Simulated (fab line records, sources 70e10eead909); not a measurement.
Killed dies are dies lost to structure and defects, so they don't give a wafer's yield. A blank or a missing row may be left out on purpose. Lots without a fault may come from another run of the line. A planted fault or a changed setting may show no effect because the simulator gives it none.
Chamber matching | flow nand_harc | NHARC_A_CHANNEL_FILL_D1_CMP_10 on cmp-02: 4 sister chambers
The step polishes, target thk 150 nm. 20 wafers are shown with their chamber, then 10 later ones without.

WAFERS WITH THEIR CHAMBER
wafer  | chamber | motor_current_A (A) | time_to_endpoint_s (s)
L074.3 | 1       | 12.2                | 17.3
L074.5 | 2       | 10.4                | 16.3
L074.6 | 3       | 11.3                | 12.8
L078.1 | 0       | 13.3                | 19.7
L078.4 | 1       | 11.6                | 18.2
L078.6 | 1       | 11.8                | 18.6
L079.1 | 0       | 13.5                | 13.5
L079.3 | 2       | 9.8                 | 15.5
L079.5 | 0       | 13.6                | 16.4
L082.2 | 1       | 11.1                | 16.4
L082.4 | 3       | 10.7                | 14.0
L082.6 | 0       | 13.5                | 16.7
L083.2 | 2       | 10.3                | 14.6
L083.4 | 0       | 13.3                | 16.7
L083.5 | 0       | 13.1                | 13.1
L084.1 | 1       | 11.4                | 15.8
L084.2 | 0       | 13.7                | 13.4
L084.4 | 3       | 10.8                | 13.6
L086.2 | 2       | 10.5                | 15.3
L086.4 | 0       | 13.9                | 17.9

SIGNATURES (means of the wafers above)
reading            | chamber 0 | chamber 1 | chamber 2 | chamber 3 | scatter within a chamber
motor_current_A    | 13.488    | 11.620    | 10.250    | 10.933    | 0.32
time_to_endpoint_s | 15.925    | 17.260    | 15.425    | 13.467    | 1.72
Rule: a wafer's distance from a chamber is the root of the sum, over the readings, of the square of ((its reading less the chamber's mean) divided by the reading's scatter). The wafer belongs to the nearest chamber; if the next one is less than 2 further off, it can't be placed. The scatter: the root of (the sum of the squares of (reading less its chamber's mean) over the shown wafers, divided by (wafers less chambers)).

WAFERS WITHOUT THEIR CHAMBER
wafer  | motor_current_A (A) | time_to_endpoint_s (s)
L086.5 | 10.9                | 17.9
L087.1 | 10.7                | 14.4
L087.2 | 13.3                | 12.4
L087.3 | 10.2                | 13.8
L093.2 | 13.3                | 10.8
L093.3 | 10.5                | 12.7
L093.5 | 11.1                | 14.5
L096.2 | 10.8                | 14.9
L096.3 | 13.8                | 13.7
L096.6 | 11.8                | 13.7

WHICH CHAMBER EACH WENT THROUGH
wafer  | from the rows above          | in truth
L086.5 | can't be placed: 1 or 2 or 3 | 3
L087.1 | can't be placed: 3 or 2      | 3
L087.2 | 0                            | 0
L087.3 | can't be placed: 2 or 3      | 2
L093.2 | 0                            | 0
L093.3 | can't be placed: 3 or 2      | 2
L093.5 | can't be placed: 3 or 1 or 2 | 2
L096.2 | can't be placed: 3 or 2 or 1 | 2
L096.3 | 0                            | 0
L096.6 | can't be placed: 1 or 3      | 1
Placed correctly: 3 of 10. Can't be placed from these rows: 7 (the true chamber is among the candidates in 7). Placed wrongly: 0.
